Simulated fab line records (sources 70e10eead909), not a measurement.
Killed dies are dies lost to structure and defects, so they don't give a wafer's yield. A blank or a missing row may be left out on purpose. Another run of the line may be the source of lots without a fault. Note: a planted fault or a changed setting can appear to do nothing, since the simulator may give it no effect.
fab line records	flow nand_harc
[record] lots = 11	wafers = 33	last_day = 25
route steps=1159 shown P_M1@315 P_M2@318 END@1159
lots that met no fault: taken from a fault-free run of the same line
start_h: hours from the record's opening day to when the first of the lot's shown wafers began	wait_h: hours since the lot's step before	" unchanged from the row above	L1.1+2: one row covering several wafers at once	- value missing, or start not given	* or withheld: withheld	< > ~ a bound
route shown NAME@n: names a module that has steps shown in the file, with the first one's number in the route	usual: average and standard deviation across the fault-free wafers	same: alike in all rows	chamber/n: place in a boat	sites: per-site readings	_std_site: standard deviation across them	_edge_site: inner sites' mean taken away from outer sites' mean	radius_mm: for every site, how far away it sits from the centre of the wafer	mask NAME#n: copy n	behind: tool/chamber where the wafer was last shaped	hold: reason for holding the lot/hours on hold/outcome of the hold	device: the n, p or np transistor that did not switch	end of line: tests run on the same wafers once the route is complete	for a step that has no rows: nothing shown but its recipe	killed: dies that structure and defects cost at the first sort, which is not the same as the wafer's yield	map: a wafer's dies, x killed, . not, _ none there
set.NAME: the setting that was run; set.NAME@STEP: the one run at that earlier step	model.NAME: the simulator's own value behind a step, which no gauge read
a sample of lots followed through the steps of the route, with each step as a table and each wafer as a row
services: from which hour (start_h, from the record's first day; less than 0 if before it) a tool's chamber was out of use, for how many hours, and why
[[steps]]
[step NHARC_P_M1_INSPECT_27]
[usual] raw_defect_count = 302/120
lot.wafer	tool	chamber	start_h	wait_h	raw_defect_count
L186.2	defect_inspect-01	-	123.03	0.0	198
L186.3	"	-	"	"	244
L186.5	"	-	"	"	218
L187.2	defect_inspect-01	-	136.83	0.0	761
L187.3	"	-	"	"	339
L187.4	"	-	"	"	473
L189.2	defect_inspect-02	-	138.89	0.0	271
L189.3	"	-	"	"	264
L189.6	"	-	"	"	337
L188.1	defect_inspect-01	-	139.04	0.0	466
L188.3	"	-	"	"	527
L188.6	"	-	"	"	605
L198.2	defect_inspect-01	-	201.52	0.0	169
L198.3	"	-	"	"	369
L198.5	"	-	"	"	215
L197.2	defect_inspect-02	-	202.99	0.0	97
L197.3	"	-	"	"	262
L197.6	"	-	"	"	199
L202.3	defect_inspect-01	-	225.70	0.1	188
L202.5	"	-	"	"	266
L202.6	"	-	"	"	236
L206.4	defect_inspect-01	-	235.89	0.0	220
L206.5	"	-	"	"	435
L206.6	"	-	"	"	379
L205.1	defect_inspect-02	-	237.55	0.0	226
L205.3	"	-	"	"	133
L205.4	"	-	"	"	204
L209.1	defect_inspect-01	-	262.09	0.0	375
L209.3	"	-	"	"	465
L209.6	"	-	"	"	487
L208.1	defect_inspect-01	-	262.75	0.1	345
L208.2	"	-	"	"	203
L208.4	"	-	"	"	284
[step NHARC_P_M2_DEP_00]
[recipe] target_thk_a = 1825	target_thk_nm = 182.5	temp_c = withheld	pressure_torr = 5	flow_sccm = 200	rf_w = 600	material = SiOC
lot.wafer	tool	chamber	start_h	wait_h
L186.2+3+5	pecvd-02	0,1,2	123.62	-
L187.2+4+3	pecvd-01	1,0,1	137.46	-
L189.3+2+6	pecvd-02	1,2,2	139.42	-
L188.1+3+6	pecvd-03	1,2,1	139.58	-
L198.3+2+5	pecvd-03	2,1,0	202.08	-
L197.2+3+6	pecvd-03	0,2,1	203.54	-
L202.3+5+6	pecvd-02	2,1,2	226.31	-
L206.6+4+5	pecvd-01	1,2,0	236.59	-
L205.3+1+4	pecvd-02	0,1,2	238.11	-
L209.1+3+6	pecvd-03	1,2,2	262.66	-
L208.1+2+4	pecvd-03	0,1,0	263.32	-
[step NHARC_P_M2_INSPECT_11]
[usual] raw_defect_count = 4.8/2.8
lot.wafer	tool	chamber	start_h	wait_h	hold	raw_defect_count
L186.2	defect_inspect-02	-	124.53	0.0	-	1
L186.3	"	-	"	"	-	4
L186.5	"	-	"	"	-	2
L187.2	defect_inspect-02	-	138.49	0.0	-	5
L187.3	"	-	"	"	-	4
L187.4	"	-	"	"	-	4
L189.2	defect_inspect-01	-	140.41	0.0	-	5
L189.3	"	-	"	"	-	6
L189.6	"	-	"	"	-	5
L188.1	defect_inspect-02	-	140.44	0.0	-	2
L188.3	"	-	"	"	-	2
L188.6	"	-	"	"	-	4
L198.2	defect_inspect-02	-	203.06	0.0	await_dispo/0.2h/release	647
L198.3	"	-	"	"	await_dispo/0.2h/release	667
L198.5	"	-	"	"	await_dispo/0.2h/release	694
L198.2	defect_inspect-02	-	203.23	0.2	-	631
L198.3	"	-	"	"	-	632
L198.5	"	-	"	"	-	682
L197.2	defect_inspect-02	-	204.51	0.0	await_dispo/0.2h/release	637
L197.3	"	-	"	"	await_dispo/0.2h/release	682
L197.6	"	-	"	"	await_dispo/0.2h/release	654
L197.2	defect_inspect-02	-	204.68	0.2	-	632
L197.3	"	-	"	"	-	677
L197.6	"	-	"	"	-	667
L202.3	defect_inspect-02	-	227.23	0.0	-	5
L202.5	"	-	"	"	-	2
L202.6	"	-	"	"	-	4
L206.4	defect_inspect-02	-	237.43	0.0	-	4
L206.5	"	-	"	"	-	10
L206.6	"	-	"	"	-	2
L205.1	defect_inspect-02	-	239.09	0.0	-	2
L205.3	"	-	"	"	-	4
L205.4	"	-	"	"	-	1
L209.1	defect_inspect-01	-	263.50	0.0	-	2
L209.3	"	-	"	"	-	2
L209.6	"	-	"	"	-	4
L208.1	defect_inspect-01	-	264.28	0.0	-	7
L208.2	"	-	"	"	-	13
L208.4	"	-	"	"	-	10
[step NHARC_P_M2_DESCUM_14]
[recipe] time_s = 3	o2_flow_sccm = 200	ar_flow_sccm = 0	bias_power_w = 0	chemistry = O2
[usual] drypump_motor_current_A = 5.7/0.47	o2_flow_sccm = 199.9/0.6	oes_product_au = 0.996/0.011	rf_vpp_V = 57.9/0.96	showerhead_plenum_p_Torr = 1.95/0.082	throttle_valve_pct = 11.313/0.0088
lot.wafer	tool	chamber	start_h	wait_h	drypump_motor_current_A	o2_flow_sccm	oes_product_au	rf_hours_counter_h	rf_vpp_V	showerhead_plenum_p_Torr	throttle_valve_pct
L186.2	rie_diel-03	1	124.59	0.1	5.1	200.2	1.002	3	58.6	2.01	11.294
L186.3	"	2	"	"	5.7	199.8	0.985	3	57.9	1.96	11.312
L186.5	"	2	"	"	5.6	199.9	0.992	-	58.6	1.97	11.306
L187.4	rie_diel-11	2	138.55	0.1	4.8	199.3	0.989	21	56.6	1.86	11.316
L187.3	"	0	"	"	5.9	200.7	0.998	22	57.5	2.04	11.323
L187.2	"	1	"	"	6.6	200.1	1.004	21	56.7	1.94	11.306
L189.3	rie_diel-03	1	140.48	0.1	5.1	199.7	0.990	3	59.0	2.01	11.328
L189.2	"	2	"	"	5.7	198.9	0.982	4	57.3	1.96	11.320
L189.6	"	0	"	"	5.9	199.4	0.980	-	56.5	1.83	11.315
L188.1	rie_diel-03	3	140.52	0.1	5.8	200.2	1.020	3	58.3	2.04	11.321
L188.3	"	1	"	"	5.1	200.9	0.990	3	56.6	2.01	11.316
L188.6	"	0	"	"	5.9	201.2	1.000	-	57.1	1.82	11.320
L202.3	rie_diel-03	1	227.29	0.1	5.1	199.7	0.986	0	58.4	2.01	11.314
L202.6	"	1	"	"	5.1	200.1	0.999	-	57.6	2.01	11.321
L202.5	"	2	"	"	5.7	199.7	0.998	-	58.5	1.96	11.313
L206.4	rie_diel-11	0	237.50	0.1	5.9	199.7	1.004	5	56.8	2.04	11.323
L206.6	"	2	"	"	4.8	200.1	1.007	-	58.6	1.86	11.315
L206.5	"	3	"	"	6.3	200.4	0.994	-	56.9	1.87	11.304
L205.3	rie_diel-03	1	239.15	0.1	5.1	199.0	1.011	1	57.8	2.01	11.312
L205.4	"	3	"	"	5.8	199.7	0.992	1	59.0	2.04	11.315
L205.1	"	0	"	"	5.9	200.0	0.994	1	57.1	1.82	11.316
L209.3	rie_diel-03	2	263.57	0.1	5.6	200.4	0.981	1	57.7	1.96	11.305
L209.1	"	0	"	"	5.8	200.4	0.992	1	58.5	1.82	11.318
L209.6	"	1	"	"	5.1	200.4	1.009	-	57.7	2.01	11.301
L208.1	rie_diel-03	2	264.34	0.1	5.7	199.8	0.990	1	58.3	1.96	11.303
L208.4	"	0	"	"	5.8	200.3	0.997	2	56.3	1.82	11.318
L208.2	"	1	"	"	5.1	200.5	1.010	1	58.7	2.01	11.316
[step NHARC_P_M2_ETCH_35]
[recipe] target_depth_a = 400	overetch_a = 120	time_s = 43.94	ion_energy_ev = 200	n2_flow_sccm = 150	h2_flow_sccm = 150	ar_flow_sccm = 0	rf_w = 400	bias_w = 150	chemistry = N2/H2
[usual] drypump_motor_current_A = 5.7/0.47	oes_product_au = 0.994/0.012	rf_vpp_V = 431.6/2.5	showerhead_plenum_p_Torr = 2.08/0.088	throttle_valve_pct = 14.172/0.0092
lot.wafer	tool	chamber	start_h	wait_h	drypump_motor_current_A	oes_product_au	rf_hours_counter_h	rf_vpp_V	showerhead_plenum_p_Torr	throttle_valve_pct
L186.2	rie_diel-03	1	124.68	0.1	5.1	0.994	3	434.1	2.15	14.165
L186.3	"	3	"	"	5.8	1.012	3	435.2	2.18	14.185
L186.5	"	1	"	"	5.1	0.997	-	434.6	2.15	14.170
L187.2	rie_diel-11	1	138.64	0.1	6.6	0.992	21	432.1	2.07	14.197
L187.3	"	3	"	"	6.4	1.005	23	428.6	2.00	14.170
L187.4	"	0	"	"	5.9	0.989	22	434.1	2.18	14.159
L189.2	rie_diel-03	3	140.57	0.1	5.8	1.017	3	433.4	2.18	14.185
L189.3	"	1	"	"	5.1	0.985	3	435.1	2.15	14.146
L189.6	"	0	"	"	5.8	0.993	-	427.2	1.94	14.179
L188.1	rie_diel-03	2	140.60	0.1	5.7	0.974	4	432.0	2.10	14.176
L188.3	"	3	"	"	5.8	1.012	3	433.7	2.18	14.161
L188.6	"	2	"	"	5.7	0.972	-	432.1	2.10	14.170
L202.3	rie_diel-03	0	227.39	0.1	5.9	0.987	0	428.0	1.94	14.196
L202.6	"	1	"	"	5.1	1.006	-	432.1	2.15	14.176
L202.5	"	2	"	"	5.6	0.994	-	433.0	2.09	14.174
L206.4	rie_diel-11	3	237.59	0.1	6.3	0.981	6	429.7	2.00	14.167
L206.6	"	0	"	"	5.9	0.995	-	433.9	2.17	14.184
L206.5	"	1	"	"	6.6	0.985	-	429.9	2.06	14.184
L205.1	rie_diel-03	1	239.23	0.1	5.1	1.002	1	433.3	2.14	14.165
L205.4	"	3	"	"	5.8	0.991	1	436.1	2.18	14.161
L205.3	"	0	"	"	5.8	0.987	1	428.1	1.94	14.178
L209.3	rie_diel-03	1	263.65	0.1	5.1	1.020	1	433.8	2.14	14.179
L209.1	"	2	"	"	5.6	0.989	1	431.9	2.09	14.169
L209.6	"	3	"	"	5.8	0.990	-	434.8	2.18	14.175
L208.1	rie_diel-03	3	264.42	0.1	5.9	0.994	2	433.2	2.18	14.159
L208.4	"	0	"	"	5.8	0.995	2	428.8	1.94	14.169
L208.2	"	1	"	"	5.1	1.007	1	432.8	2.14	14.182
[step NHARC_END_SORT_01]
[recipe] temp_c = 25
[usual] defect_limited_yield = 95.5/1.4	killed_at_array = 26/9.7	killed_at_other = 1.0/1.2	killed_at_periphery = 3.9/2.6	killed_dies = 31/9.7	killed_open = 3.2/1.8	killed_short = 2.0/1.3	sort_bin_2_pct = 1.4/0.6	sort_bin_3_pct = 0.23/0.2	sort_bin_4_pct = 2.9/0.97	sort_n_pass = 646/9.7	sort_rim_yield_pct = 95.7/2.6	sort_yield_pct = 95.5/1.4
[same] gross_dies = 677	sort_bin_5_pct[%] = 0	sort_bin_6_pct[%] = 0	sort_bin_7_pct[%] = 0	sort_bin_8_pct[%] = 0	sort_rim_n_gross = 106.00
lot.wafer	tool	chamber	start_h	wait_h	defect_limited_yield[%]	killed_at_array	killed_at_other	killed_at_periphery	killed_dies	killed_open	killed_short	sort_bin_2_pct[%]	sort_bin_3_pct[%]	sort_bin_4_pct[%]	sort_n_pass	sort_rim_yield_pct[%]	sort_yield_pct[%]
L209.1	prober-02	0	579.55	2.5	96.2	23	0	3	26	3	2	1.5	0.15	2.2	651	93.4	96.2
L209.3	prober-02	0	581.13	3.1	94.5	33	0	4	37	6	2	1.2	0.59	3.7	640	96.2	94.5
L209.6	prober-02	0	583.49	3.9	93.1	43	0	4	47	8	2	1.5	0.44	5.0	630	95.3	93.1
// killed by level:class
L209.1 A_SLIT:chamber_film_flake=14 A_WL_FILL:chamber_film_flake=3 P_CONTACT:geometric_particle:short=1 P_M1:geometric_particle:open=1 A_ONON_D1:geometric_particle:short=1 A_CHANNEL_FILL_D1:geometric_particle:open=1 A_BLC:geometric_particle:open=1 P_M0:chamber_film_flake=1
L209.3 A_SLIT:chamber_film_flake=21 A_CHANNEL_HOLE_D1:chamber_film_flake=5 A_CHANNEL_FILL_D1:geometric_particle:open=2 P_STI:geometric_particle:short=1 P_GATE:geometric_particle:open=1 P_CONTACT:geometric_particle:open=1 P_M0:geometric_particle:open=1 A_SOURCE_PLATE:geometric_particle:short=1
L209.6 A_SLIT:chamber_film_flake=24 A_CHANNEL_HOLE_D1:chamber_film_flake=7 A_WL_FILL:chamber_film_flake=3 P_M0:geometric_particle:open=2 A_SGD_CUT:geometric_particle:open=2 A_M0:geometric_particle:open=2 A_CONTACT:chamber_film_flake=2 P_M2:geometric_particle:short=1
[[services]]
tool	chamber	start_h	hours	kind
rie_diel-11	1	104.14	4.3	repair
pecvd-03	-	111.23	13.0	pm
rie_diel-11	2	116.83	9.9	repair
rie_diel-03	0	120.80	-	clean
rie_diel-03	1	120.80	-	clean
rie_diel-03	2	120.80	-	clean
rie_diel-03	3	120.80	-	clean
pecvd-01	2	136.79	23.4	repair
pecvd-03	1	140.82	4.3	repair
rie_diel-03	0	145.30	-	clean
rie_diel-03	1	145.30	-	clean
rie_diel-03	2	145.30	-	clean
rie_diel-03	3	145.30	-	clean
pecvd-02	-	153.07	13.0	pm
rie_diel-11	-	156.69	1.7	repair
rie_diel-03	0	169.80	-	clean
rie_diel-03	1	169.80	-	clean
rie_diel-03	2	169.80	-	clean
rie_diel-03	3	169.80	-	clean
pecvd-01	-	177.81	1.9	repair
rie_diel-11	-	189.64	9.0	pm
rie_diel-03	3	193.55	5.7	repair
rie_diel-03	-	215.30	9.0	pm
pecvd-01	-	237.20	13.0	pm
[[key]]
[first_sign] step = NHARC_P_M2_INSPECT_11	reading = visit	direction = added
[effect] step = NHARC_P_M2_INSPECT_11	reading = raw_defect_count	direction = up	sigmas = 99+	usual = 4.8	struck = 663.5
met_at NHARC_P_M2_DEP_00
struck_lots L197,L198
scrapped_behind NHARC_P_M2_INSPECT_11 L197.2,L197.3,L197.6,L198.2,L198.3,L198.5
not_acting_at NHARC_P_M1_INSPECT_27,NHARC_P_M2_DESCUM_14,NHARC_P_M2_ETCH_35
onset_between 139.58 202.08
[fault] kind = chamber_particle_source	tool = pecvd-03	chamber = -	onset_h = 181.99	steps = NHARC_P_M2_DEP_00	rate_per_visit_cm2 = 1.0024	end_h = 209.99
